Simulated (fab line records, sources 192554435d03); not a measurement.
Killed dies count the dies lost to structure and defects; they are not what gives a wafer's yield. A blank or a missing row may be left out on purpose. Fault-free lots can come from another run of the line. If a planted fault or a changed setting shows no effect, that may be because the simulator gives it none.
Split-lot study    flow n5Finfet    21 wafers read from 7 lots, route of 1938 steps

ON THE SPLIT
At N5_BEOL_M6_DESCUM_33 (chemistry O2, time 7 s), the setting timeS was moved away from the recipe's 7 s on 7 of the 21 wafers read, by -18.1% to +7.7%. The other wafers ran this setting at the recipe's value.

The split's own step is where the reading is taken.

THE READING
CAR-EUV_of_BEOL_M6_COAT_22.thkNm (the simulator's own value, which no gauge read), in nm, at N5_BEOL_M6_DESCUM_33 (chemistry O2, time 7 s). No usual value for it is given in the file. Here, 14 wafers ran the recipe; their average is 26.0 nm with a standard deviation of 0.091 nm.

wafer   tool, chamber at the split  timeS as run, s  against the recipe  CAR-EUV_of_BEOL_M6_COAT_22.thkNm, nm  against lot-mates on the recipe
L074.2  rieDiel-02, 2,1             5.95             -15.0%              26.6                                  +0.6
L074.6  rieDiel-02, 2,1             5.95             -15.0%              26.6                                  +0.6
L074.4  rieDiel-02, 0               7                recipe              26                                    -
L080.2  rieDiel-03, 2,1             7                recipe              26                                    -
L080.5  rieDiel-03, 2,1             7                recipe              26                                    -
L080.6  rieDiel-03, 0               7                recipe              25.8                                  -
L081.1  rieDiel-02, 0               5.732            -18.1%              26.8                                  +0.8
L081.3  rieDiel-02, 2               7                recipe              26                                    -
L081.5  rieDiel-02, 2               7                recipe              26                                    -
L084.2  rieDiel-03, 2,3             5.816            -16.9%              26.6                                  +0.6
L084.4  rieDiel-03, 2,3             5.816            -16.9%              26.6                                  +0.6
L084.3  rieDiel-03, 1               7                recipe              26                                    -
L085.1  rieDiel-04, 1               7                recipe              26.2                                  -
L085.2  rieDiel-04, 0               7                recipe              26                                    -
L085.3  rieDiel-04, 2               7.537            +7.7%               26                                    -0.1
L089.1  rieDiel-02, 3               5.921            -15.4%              26.6                                  +0.6
L089.4  rieDiel-02, 2,3             7                recipe              26                                    -
L089.6  rieDiel-02, 2,3             7                recipe              26                                    -
L094.1  rieDiel-03, 3,0             7                recipe              26                                    -
L094.6  rieDiel-03, 3,0             7                recipe              26                                    -
L094.2  rieDiel-03, 1               7                recipe              26.2                                  -
The file does not say which wafer passed through which chamber wherever a row lists several chambers: such a row stands for several wafers.

FIT RESULTS
A straight line over all 21 wafers: CAR-EUV_of_BEOL_M6_COAT_22.thkNm changes by -0.0356 nm for each +1% of timeS; r = -0.94; the points scatter about the line by 0.1 nm.
The same after taking each lot's own level away (the mean of its wafers on the recipe; 21 wafers): -0.0372 nm for each +1%; r = -0.97; scatter 0.081 nm.
That fit puts the effect of the largest move of timeS on the reading at 0.67 nm.
From 25.93 to 26.10 nm: that is the span of the lots' own levels, equal to 1.8 times the standard deviation above.
The two slopes are in agreement: the lot-to-lot level therefore moves the slope only a little.
Check: with one of the wafers moved furthest among these (-18.1%) left out of the fit, the line predicts +0.664 nm for it against its lot-mates. Against them it came out at +0.8 nm.

ADDITIONAL SPLITS CARRIED BY THESE WAFERS
These wafers also went through other splits before the reading. Each is held against what the fit with the lots' levels taken away leaves over:
other split on the same wafers  wafers away from the commonest value  r with CAR-EUV_of_BEOL_M6_COAT_22.thkNm (lot level and that fit taken away)
N5_BEOL_M6_COAT_05 spinRpm      10                                    +0.18

THE FILE'S OWN FIT
CAR-EUV_of_BEOL_M6_COAT_22.thkNm changes by -0.0384 nm for each +1% of timeS, r = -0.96.
